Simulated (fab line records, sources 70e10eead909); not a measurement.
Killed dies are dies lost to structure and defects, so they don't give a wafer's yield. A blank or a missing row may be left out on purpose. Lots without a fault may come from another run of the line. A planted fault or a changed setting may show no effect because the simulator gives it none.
fab line records | flow nand_harc | part 2 of 2: steps 26 to 39 of 39
record lots=5 wafers=15 last_day=33
route steps=1302 shown A_STAIRCASE@860 A_SGD_CUT@890
lots that met no fault: from a run of the same line without faults
start_h: hours from the record's first day to the start of the lot's first wafer shown | wait_h: hours since the lot's step before | " the same as in the row above | L1.1+2: a row that stands for several wafers | - no value, or no start given | * or withheld: withheld | < > ~ a bound
route shown NAME@n: a module of which the file shows steps, and the number in the route of the first | usual: mean/standard deviation of fault-free wafers | same: alike in all rows | chamber/n: place in a boat | sites: the reading at each site | _std_site: their standard deviation | _edge_site: outer sites' mean less inner sites' | radius_mm: how far each site lies from the wafer's centre | mask NAME#n: copy n | behind: the tool/chamber that last shaped the wafer | hold: why the lot was held/for how many hours/how that ended | device: the transistor (n, p or np) that didn't switch | end of line: the same wafers' tests at the end of the route | a step without rows: its recipe alone | killed: dies lost to structure and defects at the first sort, not the wafer's yield | map: a wafer's dies, x killed, . not, _ none there
set.NAME: the setting as run; set.NAME@STEP: as run at that earlier step | model.NAME: the simulator's own value behind a step, which no gauge read
lots at some steps of the route; a table a step, a row a wafer
services: from which hour (start_h, from the record's first day; less than 0 if before it) a tool's chamber was out of use, for how many hours, and why
## steps
# step NHARC_A_STAIRCASE_INSPECT_155
# usual raw_defect_count=419/120
# columns lot.wafer tool chamber start_h wait_h raw_defect_count
L074.2 defect_inspect-01 - 458.73 0.1 482
L074.3 " - " " 464
L074.4 " - " " 368
L084.4 defect_inspect-01 - 538.27 0.1 409
L084.5 " - " " 324
L084.6 " - " " 366
L089.3 defect_inspect-01 - 576.09 0.1 784
L089.5 " - " " 468
L089.6 " - " " 588
L088.1 defect_inspect-02 - 576.27 0.1 416
L088.3 " - " " 356
L088.4 " - " " 444
L096.2 defect_inspect-02 - 644.30 0.1 390
L096.4 " - " " 391
L096.6 " - " " 671
# step NHARC_A_SGD_CUT_DEP_00
# recipe target_thk_a=500 temp_c=400 target_thk_nm=50 flow_sccm=200 rf_w=450 material=SiNx
# usual heater_power_w=733/85
# columns lot.wafer tool chamber start_h wait_h heater_power_w
L074.3 pecvd-02 0 458.80 0.1 675
L074.2 " 1 " " 610
L074.4 " 2 " " 535
L084.5 pecvd-01 2 538.54 0.3 721
L084.4 " 0 " " 895
L084.6 " 1 " " 701
L089.3 pecvd-01 2 576.19 0.1 800
L089.6 " 1 " " 832
L089.5 " 2 " " 808
L088.1 pecvd-03 0 576.33 0.1 751
L088.3 " 1 " " 815
L088.4 " 1 " " 844
L096.2 pecvd-02 1 644.40 0.1 703
L096.6 " 0 " " 634
L096.4 " 1 " " 703
# step NHARC_A_SGD_CUT_DEHYDRATE_01
# recipe temp_c=150 time_s=120
# same time_s=120
# columns lot.wafer tool chamber start_h wait_h
L074.2+3+4 litho_track-06 0 459.07 0.2
L084.4+5+6 litho_track-01 0 538.73 0.1
L089.3+5+6 litho_track-06 0 576.43 0.2
L088.1+3+4 litho_track-01 0 576.60 0.2
L096.2+4+6 litho_track-06 0 644.64 0.2
# step NHARC_A_SGD_CUT_HMDS_02
# recipe time_s=30
# same time_s=30
# columns lot.wafer tool chamber start_h wait_h
L074.2+3+4 litho_track-06 0 - -
L084.4+5+6 litho_track-01 0 - -
L089.3+5+6 litho_track-06 0 - -
L088.1+3+4 litho_track-01 0 - -
L096.2+4+6 litho_track-06 0 - -
# step NHARC_A_SGD_CUT_COAT_56
# recipe temp_c=260 time_s=75
# same time_s=75
# columns lot.wafer tool chamber start_h wait_h
L074.2+3+4 litho_track-06 0 - -
L084.4+5+6 litho_track-01 0 - -
L089.3+5+6 litho_track-06 0 - -
L088.1+3+4 litho_track-01 0 - -
L096.2+4+6 litho_track-06 0 - -
# step NHARC_A_SGD_CUT_COAT_57
# recipe temp_c=225 time_s=65
# same time_s=65
# columns lot.wafer tool chamber start_h wait_h
L074.2+3+4 litho_track-06 0 - -
L084.4+5+6 litho_track-01 0 - -
L089.3+5+6 litho_track-06 0 - -
L088.1+3+4 litho_track-01 0 - -
L096.2+4+6 litho_track-06 0 - -
# step NHARC_A_SGD_CUT_COAT_03
# recipe spin_rpm=1500 resist_thk_nm=90
# columns lot.wafer tool chamber start_h wait_h
L074.2+3+4 litho_track-06 0 - -
L084.4+5+6 litho_track-01 0 - -
L089.3+5+6 litho_track-06 0 - -
L088.1+3+4 litho_track-01 0 - -
L096.2+4+6 litho_track-06 0 - -
# step NHARC_A_SGD_CUT_SOFTBAKE_04
# recipe temp_c=105 time_s=55
# same time_s=55
# columns lot.wafer tool chamber start_h wait_h
L074.2+3+4 litho_track-06 0 - -
L084.4+5+6 litho_track-01 0 - -
L089.3+5+6 litho_track-06 0 - -
L088.1+3+4 litho_track-01 0 - -
L096.2+4+6 litho_track-06 0 - -
# step NHARC_A_SGD_CUT_EBR_05
# columns lot.wafer tool chamber start_h wait_h
L074.2+3+4 litho_track-06 0 - -
L084.4+5+6 litho_track-01 0 - -
L089.3+5+6 litho_track-06 0 - -
L088.1+3+4 litho_track-01 0 - -
L096.2+4+6 litho_track-06 0 - -
# step NHARC_A_SGD_CUT_EXPOSE_06
# recipe na=1.35 dose_mj=85.59 mask_id=SGD
# usual reticle_temp_C=23.00/0.1 stage_vel_mm_s=500.00/0.24
# columns lot.wafer tool chamber start_h wait_h mask reticle_temp_C stage_vel_mm_s
L074.2 arfi_scanner-03 0 459.38 - SGD#0 23.03 499.73
L074.3 " 0 " " SGD#0 23.09 499.89
L074.4 " 0 " " SGD#0 22.86 500.01
L084.4 arfi_scanner-02 0 539.05 - SGD#0 22.82 500.22
L084.5 " 0 " " SGD#0 22.87 500.06
L084.6 " 0 " " SGD#0 22.99 500.06
L089.3 arfi_scanner-01 0 576.75 - SGD#0 22.95 499.98
L089.5 " 0 " " SGD#0 22.95 499.96
L089.6 " 0 " " SGD#0 22.89 499.89
L088.1 arfi_scanner-02 0 576.91 - SGD#0 22.98 499.72
L088.3 " 0 " " SGD#0 22.98 499.95
L088.4 " 0 " " SGD#0 22.82 500.05
L096.2 arfi_scanner-03 0 644.95 - SGD#0 22.84 500.02
L096.4 " 0 " " SGD#0 22.82 500.07
L096.6 " 0 " " SGD#0 22.72 500.33
# step NHARC_A_SGD_CUT_PEB_07
# recipe peb_temp_c=100 peb_time_s=65
# columns lot.wafer tool chamber start_h wait_h
L074.2+3+4 litho_track-01 0 459.44 0.1
L084.4+5+6 litho_track-01 0 539.10 0.0
L089.3+5+6 litho_track-04 0 576.80 0.0
L088.1+3+4 litho_track-06 0 576.98 0.1
L096.2+4+6 litho_track-04 0 645.01 0.1
# step NHARC_A_SGD_CUT_DEVELOP_08
# recipe develop_time_s=35 dev_temp_c=23
# usual developer_temp_C=23.00/0.1
# columns lot.wafer tool chamber start_h wait_h developer_temp_C
L074.2 litho_track-01 0 - - 22.93
L074.3 " 0 " " 23.06
L074.4 " 0 " " 22.89
L084.4 litho_track-01 0 - - 22.99
L084.5 " 0 " " 22.98
L084.6 " 0 " " 22.94
L089.3 litho_track-04 0 - - 23.00
L089.5 " 0 " " 23.12
L089.6 " 0 " " 23.08
L088.1 litho_track-06 0 - - 23.09
L088.3 " 0 " " 22.85
L088.4 " 0 " " 23.03
L096.2 litho_track-04 0 - - 23.12
L096.4 " 0 " " 22.97
L096.6 " 0 " " 22.96
# step NHARC_A_SGD_CUT_CD_MEAS_09
# recipe target_cd_nm=100 landing_energy_ev=500
# usual cd_nm=99.6/0.42
# columns lot.wafer tool chamber start_h wait_h cd_nm
L074.2 cd_sem-03 0 459.52 - 99.9
L074.3 " 0 " " 99.8
L074.4 " 0 " " 99.0
L084.4 cd_sem-01 0 539.18 - 99.7
L084.5 " 0 " " 99.4
L084.6 " 0 " " 99.7
L089.3 cd_sem-01 0 576.88 - 99.5
L089.5 " 0 " " 99.4
L089.6 " 0 " " 99.4
L088.1 cd_sem-03 0 577.05 - 99.1
L088.3 " 0 " " 100.5
L088.4 " 0 " " 99.0
L096.2 cd_sem-03 0 645.09 - 99.4
L096.4 " 0 " " 99.4
L096.6 " 0 " " 99.6
# step NHARC_A_SGD_CUT_OVL_MEAS_10
# usual overlay_x_nm=0.0/0.89 overlay_y_nm=-0.2/0.95
# columns lot.wafer tool chamber start_h wait_h overlay_x_nm overlay_y_nm
L074.2 overlay-02 - 459.61 - -1.1 0.9
L074.3 " - " " -0.6 0.6
L074.4 " - " " -0.6 0.5
L084.4 overlay-02 - 539.26 - 1.2 -1.6
L084.5 " - " " 1.4 -1.7
L084.6 " - " " 1.9 -1.3
L089.3 overlay-02 - 576.97 - -0.5 -1.1
L089.5 " - " " -0.4 -1.2
L089.6 " - " " -0.4 -0.9
L088.1 overlay-01 - 577.14 - 1.1 -0.7
L088.3 " - " " 0.8 -1.7
L088.4 " - " " 0.2 -1.0
L096.2 overlay-02 - 645.18 - 0.7 -0.8
L096.4 " - " " 0.3 -1.5
L096.6 " - " " 0.9 -1.5
## services
# columns tool chamber start_h hours kind
litho_track-07 - 426.00 7.0 pm
cmp-02 - 426.10 3.6 repair
wet_bench-05 - 473.09 8.0 pm
rie_diel-06 - 484.74 9.0 pm
cmp-02 - 503.40 3.3 repair
litho_track-01 - 505.00 7.0 pm
rie_diel-08 1 507.94 34.1 repair
rie_diel-08 - 510.07 0.4 repair
wet_bench-07 - 512.03 8.0 pm
cmp-02 - 523.55 1.0 repair
cmp-02 - 527.65 4.0 pm
litho_track-06 - 529.00 7.0 pm
rie_diel-08 - 548.92 9.0 pm
rie_diel-06 - 552.38 2.1 repair
wet_bench-03 - 562.40 8.0 pm
rie_diel-06 3 573.18 5.0 repair
litho_track-02 - 577.00 7.0 pm
rie_diel-08 - 590.30 1.9 repair
wet_bench-03 - 595.97 0.5 repair
rie_diel-08 1 597.98 6.9 repair
litho_track-07 - 601.00 7.0 pm
wet_bench-07 - 601.23 2.6 repair
cmp-02 - 625.76 4.0 pm
wet_bench-07 - 641.29 1.2 repair
